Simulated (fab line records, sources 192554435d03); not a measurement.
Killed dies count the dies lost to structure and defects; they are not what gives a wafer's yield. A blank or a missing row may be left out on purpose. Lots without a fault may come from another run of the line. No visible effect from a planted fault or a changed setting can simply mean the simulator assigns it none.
Comparing a struck lot with a sound one -- flow n5_finfet -- 39 out of 1938 route steps
Sound: these wafers, L402.1, L402.4, L402.6. Struck: wafer L421.6 (L421.3, L421.4, from the same lot, were not struck and are left out); the cause is given at the end.
Per side, at each step with rows, come the tool, then ch with its chambers, and then its first start. Under that, the readings that differ: sound wafers -- struck wafers -- difference of the means -- sigmas: that difference in standard deviations of wafers without a fault.
alike: readings with means less than 2 such deviations apart, plus words and numbers identical on both sides. not compared: withheld readings, readings lacking a value on some wafer, bounds such as >300 that could conceal the same value, and numbers that have no deviation in the record and whose values overlap.
The two part at a step that has a row with sigmas, a row that says differs or no value, or rows on one side only. Numbers that don't overlap but have no deviation are shown without sigmas and don't part them. A reading that every wafer of one side lacks parts them only if that side has two wafers or more.

first, 11 steps without rows for these wafers: N5_BEOL_M4_STRIP_65 (strips in N2/H2); N5_BEOL_M4_STRIP_75 (strips in N2/H2); N5_BEOL_M4_STRIP_66 (strips in CF4); N5_BEOL_M4_HM_OPEN_17 (chemistry Cl2/BCl3, target TiN, target depth 20 nm, overetch 6 nm); N5_BEOL_M4_STRIP_19 (strips in O2); N5_BEOL_M4_COAT_67 (time 60 s, resist thk 60 nm); N5_BEOL_M4_COAT_68 (time 60 s, resist thk 12 nm); N5_BEOL_M4_COAT_76 (time 60 s, resist thk 5 nm); N5_BEOL_M4_COAT_22 (resist thk 30 nm); N5_BEOL_M4_EBR_24; N5_BEOL_M4_SOFTBAKE_23 (time 60 s).
N5_BEOL_M4_EXPOSE_25: exposes mask V3, defocus 5 nm.
  sound on euv_scanner-01 ch 0, day 8 19:10; struck on euv_scanner-01 ch 0, day 13 02:32
  alike: mask, exposure_dose_mJ_cm2
then, 2 steps without rows for these wafers: N5_BEOL_M4_PEB_26 (peb time 60 s); N5_BEOL_M4_DEVELOP_27 (develop time 30 s).
N5_BEOL_M4_CD_MEAS_28: target cd 26.2 nm, target cd y 24.1 nm.
  sound on cd_sem-03 ch 0, day 8 19:18; struck on cd_sem-03 ch 0, day 13 02:40
reading,sound,struck,difference,sigmas
cd_nm (nm),26.10 25.73 25.97,18.51,-7.42,-30
then, 22 steps without rows for these wafers: N5_BEOL_M4_DESCUM_33 (chemistry O2, time 7 s); N5_BEOL_M4_ETCH_77 (etches underlayer in N2/H2, target depth 6.5 nm, time 5.2 s); N5_BEOL_M4_ETCH_69 (etches SiARC in CF4, target depth 15.6 nm, time 26 s); N5_BEOL_M4_ALD_98 (deposits SiO2, target thk 2.5 nm, pulse time 1 s, co reactant pulse time 1 s); N5_BEOL_M4_ETCHBACK_99 (etches SiO2 in CHF3, target depth 5 nm, time 10.4 s); N5_BEOL_M4_ETCH_70 (etches SOC in N2/H2, target depth 80 nm, overetch 24 nm, time 130 s); N5_BEOL_M4_STRIP_71 (strips in N2/H2); N5_BEOL_M4_STRIP_78 (strips in N2/H2); N5_BEOL_M4_VIA_ETCH_34 (etches the open film in C4F6/O2, target depth 69.4 nm, time 65.9 s); N5_BEOL_M4_STRIP_83 (strips in C4F6/O2); N5_BEOL_M4_STRIP_36 (strips in N2/H2); N5_BEOL_M4_TRENCH_ETCH_37 (etches SiOC in C4F6/O2, target depth 55.555 nm, time 29.2 s); N5_BEOL_M4_ETCH_41 (etches SiCN in CH3F/O2, target depth 29.9 nm, time 52.5 s); N5_BEOL_M4_STRIP_97 (strips in N2/H2, time 10 s); N5_BEOL_M4_HM_STRIP_39 (strips TiN in peroxide tin strip, target depth 25 nm, time 158 s); N5_BEOL_M4_SRD_40 (time 30 s); N5_BEOL_M4_PRECLEAN_42 (cleans in residue remover, time 60 s); N5_BEOL_M4_SRD_43 (time 30 s); N5_BEOL_M4_DEGAS_44 (time 60 s); N5_BEOL_M4_PRE_CLEAN_45 (time 30 s); N5_BEOL_M4_ALD_84 (deposits TaN, pulse time 2 s, purge time 3 s, co reactant purge time 2 s); N5_BEOL_M4_SURFACE_TREAT_85.
N5_BEOL_M4_RC_MEAS_101:
  the record has rows for the sound wafers here (prober-01 ch 0, day 9 00:28) and none for the struck ones
-- a jump in the record: the struck wafers' starts before and after are 5 days apart (it breaks off in module BEOL_M4 and resumes in module PASSIVATION, where the first step shown is number 1936 of the route) --
N5_PASSIVATION_PROBE_49:
  only the struck wafers here have rows in the record (prober-01, day 17 21:43); the sound ones have none

## WHERE THEY PART
At N5_BEOL_M4_CD_MEAS_28 first; at N5_PASSIVATION_PROBE_49 last (within this record only).

WHY: the cause the simulator had injected
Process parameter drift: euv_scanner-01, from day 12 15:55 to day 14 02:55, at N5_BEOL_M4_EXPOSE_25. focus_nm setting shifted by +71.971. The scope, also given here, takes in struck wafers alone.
